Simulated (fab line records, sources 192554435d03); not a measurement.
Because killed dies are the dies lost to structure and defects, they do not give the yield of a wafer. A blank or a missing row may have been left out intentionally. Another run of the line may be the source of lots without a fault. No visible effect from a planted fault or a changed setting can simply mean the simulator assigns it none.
Problem report, 8D (eight disciplines) form, completed by code -- flow n5 finfet -- the parts of the form that need people (team, actions taken, sign-off) are left out

1. PROBLEM STATEMENT
Wafers without a fault read 185.1 W, standard deviation 0.53; bias w at N5_BEOL_M4_TRENCH_ETCH_37 reads a mean of 162.3 W on 6 wafers belonging to 2 lots. Relative to the usual mean, that is a shift of -43 standard deviations.
The step: etches SiOC in C4F6/O2, target depth 55.555 nm, time 29.2 s.
First seen on wafer L939.1, day 11 13:54, on rie diel-06. The record holds 12 wafers of 4 lots with a number at this step. By rule, "out" or "out of limits" means more than 4 standard deviations away from the usual mean. The rest of the wafers with a number are treated as sound.

2. WHAT IT IS, AND WHAT IT ISN'T
question,is,is not
which readings at this step,"bias w, rf vpp V","drypump motor current A, oes product au, showerhead plenum p Torr, throttle valve pct"
which lots,"L939, L941","L932, L943"
which wafers of those lots,all that have a number,-
read on which tools,rie diel-06,rie diel-03
when,from day 11 13:54,up to then (3 sound wafers); but 3 sound wafers of L943 came after

3. WHAT RULES OUT EACH SUSPECT
Counting: a tool at any process step up to the reading remains a suspect when it ran all the lots that are out and ran no sound lot after the first of those.
- rie diel-06 at N5_BEOL_M4_TRENCH_ETCH_37 (etches SiOC in C4F6/O2, target depth 55.555 nm, time 29.2 s): kept. It ran every lot that is out, first L939 (day 11 13:54), and no sound lot after that; its last sound lot up to then is L932 (day 10 03:15). Its own bias w, rf vpp V readings are out on those wafers.
After counting, what remains is rie diel-06 at N5_BEOL_M4_TRENCH_ETCH_37.

4. THE CAUSE (what the simulator had put in)
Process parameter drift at N5_BEOL_M4_TRENCH_ETCH_37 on rie diel-06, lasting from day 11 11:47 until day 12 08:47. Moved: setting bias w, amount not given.
Only this tool survived the counting.

5. THE EFFECT CHAIN, in route order
Each row: a reading where the mean over the struck wafers with a number is more than 3 standard deviations away from the usual. Readings are gone through only where the record gives a usual standard deviation; hours: the median, over the lots, of the time from a lot's start at the first step in this table giving one to that lot's start at this step; sigmas: the change measured in usual standard deviations.
hours,step,reading,usual,on struck wafers,change,sigmas
0,N5_BEOL_M4_TRENCH_ETCH_37,bias w,185.1 W,162.3,-22.8,-43
0,N5_BEOL_M4_TRENCH_ETCH_37,rf vpp V,667 V,606,-61,-7.6
Here are the process steps it includes:
- N5_BEOL_M4_TRENCH_ETCH_37: etches SiOC in C4F6/O2, target depth 55.555 nm, time 29.2 s.
At these later measuring or inspecting steps, every struck wafer for which the step has a row has a number for every such reading, and none has moved that far: N5_BEOL_M4_RC_MEAS_101.

6. HOW IT WOULD HAVE BEEN CAUGHT EARLIER
In this record no reading fell out of limits until day 11 13:54, 2 hours after the fault had begun at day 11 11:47.
